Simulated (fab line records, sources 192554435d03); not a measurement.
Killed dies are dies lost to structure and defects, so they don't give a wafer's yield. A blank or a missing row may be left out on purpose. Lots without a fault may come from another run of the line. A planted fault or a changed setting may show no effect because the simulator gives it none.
Chamber matching | flow n5_finfet | N5_BEOL_M0_SAQP_MANDREL1_REMOVE_100 on rie_si-04: 4 sister chambers
The step chemistry HBr/Cl2/O2, target a-Si, stops on SiNx, bt time 10 s. 4 wafers are shown with their chamber, then 9 later ones without.

WAFERS WITH THEIR CHAMBER
wafer  | chamber | drypump_motor_current_A (A)
L079.1 | 0       | 5.7
L079.4 | 3       | 5.7
L085.4 | 2       | 5.0
L085.6 | 1       | 5.2

WAFERS WITHOUT THEIR CHAMBER
wafer  | drypump_motor_current_A (A)
L087.1 | 5.0
L087.2 | 5.2
L087.4 | 5.7
L095.1 | 5.7
L095.2 | 5.2
L095.4 | 5.0
L097.1 | 5.0
L097.4 | 5.6
L097.5 | 5.7

WHICH CHAMBER EACH WENT THROUGH
wafer  | from the rows above     | in truth
L087.1 | 2                       | 2
L087.2 | 1                       | 1
L087.4 | can't be placed: 0 or 3 | 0
L095.1 | can't be placed: 0 or 3 | 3
L095.2 | 1                       | 1
L095.4 | 2                       | 2
L097.1 | 2                       | 2
L097.4 | can't be placed: 0 or 3 | 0
L097.5 | can't be placed: 0 or 3 | 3
Placed correctly: 5 of 9. Can't be placed from these rows: 4 (the true chamber is among the candidates in 4). Placed wrongly: 0.
How it was worked out, from the rows above alone: a wafer's distance from a chamber is the root of the sum, over the readings, of the square of ((its reading less the chamber's mean) divided by the reading's scatter). The wafer belongs to the nearest chamber; if the next one is less than 2 further off, it can't be placed. A chamber's mean is the mean of its shown wafers. The scatter: with one shown wafer a chamber, the root of the mean of the squares of how far each hidden wafer lies from its nearest shown one.
